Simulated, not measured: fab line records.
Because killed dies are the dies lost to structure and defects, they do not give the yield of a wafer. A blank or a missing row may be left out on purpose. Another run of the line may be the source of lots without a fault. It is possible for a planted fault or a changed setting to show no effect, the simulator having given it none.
Chamber matching + flow nand-harc + NHARC_P_BONDPAD_STRIP_15 on rie-diel-02 has 4 sister chambers
The step strips in O2. 4 wafers are shown with their chamber, then 9 later ones without.

## WAFERS, EACH WITH ITS CHAMBER
| wafer  | chamber | drypump-motor-current-A (A) |
|--------|---------|-----------------------------|
| L149.6 | 2       | 5.7                         |
| L148.5 | 1       | 5.0                         |
| L152.4 | 0       | 5.2                         |
| L152.6 | 3       | 5.9                         |

## WAFERS WITH NO CHAMBER GIVEN
| wafer  | drypump-motor-current-A (A) |
|--------|-----------------------------|
| L153.1 | 5.1                         |
| L153.2 | 4.9                         |
| L153.5 | 5.1                         |
| L154.1 | 5.2                         |
| L154.4 | 4.9                         |
| L154.5 | 5.2                         |
| L155.2 | 5.9                         |
| L155.4 | 5.2                         |
| L155.5 | 5.9                         |

## WHICH CHAMBER EACH WENT THROUGH
| wafer  | from the rows above     | in truth |
|--------|-------------------------|----------|
| L153.1 | can't be placed: 1 or 0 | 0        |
| L153.2 | 1                       | 1        |
| L153.5 | can't be placed: 1 or 0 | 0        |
| L154.1 | 0                       | 0        |
| L154.4 | 1                       | 1        |
| L154.5 | 0                       | 0        |
| L155.2 | 3                       | 3        |
| L155.4 | 0                       | 0        |
| L155.5 | 3                       | 3        |
Correctly placed: 7 of 9. Unplaceable from these rows: 2, with the true chamber sitting among the candidates in 2. Wrongly placed: 0.
How it was worked out, from the rows above alone: a wafer's distance from a chamber is the root of the sum, over the readings, of the square of ((its reading less the chamber's mean) divided by the reading's scatter). If the next closest chamber is less than 2 further off than the closest, the wafer can't be placed; otherwise it belongs to the closest. Each chamber's mean is taken over the wafers shown for it. The scatter (one wafer shown for each chamber): square how far every hidden wafer sits from the nearest shown wafer, average those squares and take the square root.
